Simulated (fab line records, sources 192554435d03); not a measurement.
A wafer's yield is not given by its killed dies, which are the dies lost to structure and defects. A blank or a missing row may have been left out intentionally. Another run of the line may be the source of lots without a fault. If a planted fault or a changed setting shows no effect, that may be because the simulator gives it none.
Chamber matching | flow n5 finfet | rie diel-06 running N5_BEOL_M1_ETCH_63: 4 sister chambers
The step etches SiARC in CF4, target depth 15.6 nm, time 26 s. 8 wafers are shown with their chamber, then 7 later ones without.

== WAFERS, EACH WITH ITS CHAMBER ==
wafer  | chamber | throttle valve pct (%) | drypump motor current A (A)
L082.1 | 1       | 15.75                  | 5.30
L082.2 | 0       | 15.92                  | 5.77
L082.6 | 1       | 15.76                  | 5.30
L083.2 | 0       | 15.93                  | 5.80
L083.4 | 3       | 15.21                  | 5.92
L083.6 | 2       | 15.45                  | 5.42
L085.1 | 3       | 15.24                  | 5.92
L085.5 | 2       | 15.48                  | 5.43

== WAFERS WITHOUT THEIR CHAMBER ==
wafer  | throttle valve pct (%) | drypump motor current A (A)
L085.6 | 15.78                  | 5.33
L095.3 | 15.27                  | 5.87
L095.5 | 15.28                  | 5.89
L095.6 | 15.53                  | 5.43
L097.1 | 15.27                  | 5.90
L097.2 | 15.51                  | 5.43
L097.3 | 15.27                  | 5.89

== THE CHAMBER EACH PASSED THROUGH ==
wafer  | from the rows above | in truth
L085.6 | 1                   | 1
L095.3 | 3                   | 3
L095.5 | 3                   | 3
L095.6 | 2                   | 2
L097.1 | 3                   | 3
L097.2 | 2                   | 2
L097.3 | 3                   | 3
7 of 7 placed correctly. Not placeable from these rows: 0. Wrongly placed: 0.
How it was worked out, from the rows above alone: a wafer's distance from a chamber is the root of the sum, over the readings, of the square of ((its reading less the chamber's mean) divided by the reading's scatter). The wafer belongs to the nearest chamber; if the next one is less than 2 further off, it can't be placed. For every chamber, the mean is computed from those of its wafers that are shown. The scatter: the root of (the sum of the squares of (reading less its chamber's mean) over the shown wafers, divided by (wafers less chambers)).
